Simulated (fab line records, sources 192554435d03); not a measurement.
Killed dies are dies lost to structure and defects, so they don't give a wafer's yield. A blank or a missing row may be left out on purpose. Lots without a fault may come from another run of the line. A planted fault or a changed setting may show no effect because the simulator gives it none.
Chamber matching | flow n5_finfet | N5_SDB_ALD_29 on ald_sin-03: 4 sister chambers
The step deposits SiNx, target thk 30 nm, pulse time 1 s, ald cycles 600. 8 wafers are shown with their chamber, then 7 later ones without.

WAFERS WITH THEIR CHAMBER
wafer  | chamber | heater_power_w (W) | precursor_pulse_height_rel
L077.5 | 2       | 906                | 1.012
L078.1 | 3       | 873                | 0.991
L078.2 | 2       | 919                | 1.001
L081.1 | 0       | 943                | 0.995
L081.4 | 1       | 983                | 1.008
L081.6 | 3       | 899                | 0.986
L087.3 | 0       | 893                | 0.998
L087.4 | 1       | 999                | 0.991

WAFERS WITHOUT THEIR CHAMBER
wafer  | heater_power_w (W) | precursor_pulse_height_rel
L087.6 | 897                | 1.011
L092.1 | 915                | 0.993
L092.3 | 930                | 1.008
L092.4 | 889                | 0.998
L096.3 | 885                | 1.006
L096.5 | 892                | 1.004
L096.6 | 928                | 1.006

WHICH CHAMBER EACH WENT THROUGH
wafer  | from the rows above          | in truth
L087.6 | can't be placed: 2 or 0      | 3
L092.1 | can't be placed: 0 or 3 or 2 | 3
L092.3 | can't be placed: 2 or 0      | 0
L092.4 | can't be placed: 3 or 0 or 2 | 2
L096.3 | can't be placed: 2 or 0 or 3 | 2
L096.5 | can't be placed: 2 or 0 or 3 | 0
L096.6 | can't be placed: 2 or 0      | 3
Placed correctly: 0 of 7. Can't be placed from these rows: 7 (the true chamber is among the candidates in 5). Placed wrongly: 0.
How it was worked out, from the rows above alone: a wafer's distance from a chamber is the root of the sum, over the readings, of the square of ((its reading less the chamber's mean) divided by the reading's scatter). The wafer belongs to the nearest chamber; if the next one is less than 2 further off, it can't be placed. A chamber's mean is the mean of its shown wafers. The scatter: the root of (the sum of the squares of (reading less its chamber's mean) over the shown wafers, divided by (wafers less chambers)).
